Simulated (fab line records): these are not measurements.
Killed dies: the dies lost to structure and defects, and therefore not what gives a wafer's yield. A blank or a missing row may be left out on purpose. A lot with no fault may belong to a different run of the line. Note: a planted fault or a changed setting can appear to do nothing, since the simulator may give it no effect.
Matching of chambers ; flow n5-finfet ; rie-diel-04 running N5_BEOL_M7_ETCH_65: 4 sister chambers
The step etches SiARC in CF4, target depth 15.6 nm, time 26 s. 4 wafers are shown with their chamber, then 12 later ones without.

WAFERS PAIRED WITH THEIR CHAMBERS
wafer;chamber;throttle-valve-pct (%)
L090.2;2;15.89
L090.4;3;15.00
L093.5;0;15.83
L093.6;1;15.61

WAFERS WITH NO CHAMBER GIVEN
wafer;throttle-valve-pct (%)
L092.1;15.63
L092.2;15.84
L092.5;15.02
L094.2;15.86
L094.3;15.64
L094.4;15.00
L095.1;15.02
L095.4;15.93
L095.5;15.63
L096.1;15.64
L096.2;15.02
L096.6;15.86

CHAMBER TAKEN BY EACH
wafer;from the rows above;in truth
L092.1;1;1
L092.2;can't be placed: 0 or 2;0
L092.5;3;3
L094.2;can't be placed: 0 or 2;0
L094.3;1;1
L094.4;3;3
L095.1;3;3
L095.4;2;2
L095.5;1;1
L096.1;1;1
L096.2;3;3
L096.6;can't be placed: 0 or 2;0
Placed correctly: 9 of 12. From these rows, 3 cannot be placed; in 3 the true chamber is one of the candidates. 0 placed wrongly.
How it was worked out, from the rows above alone: a wafer's distance from a chamber is the root of the sum, over the readings, of the square of ((its reading less the chamber's mean) divided by the reading's scatter). If the next closest chamber is less than 2 further off than the closest, the wafer can't be placed; otherwise it belongs to the closest. For every chamber, the mean is computed from those of its wafers that are shown. The scatter (one wafer shown for each chamber): square how far every hidden wafer sits from the nearest shown wafer, average those squares and take the square root.
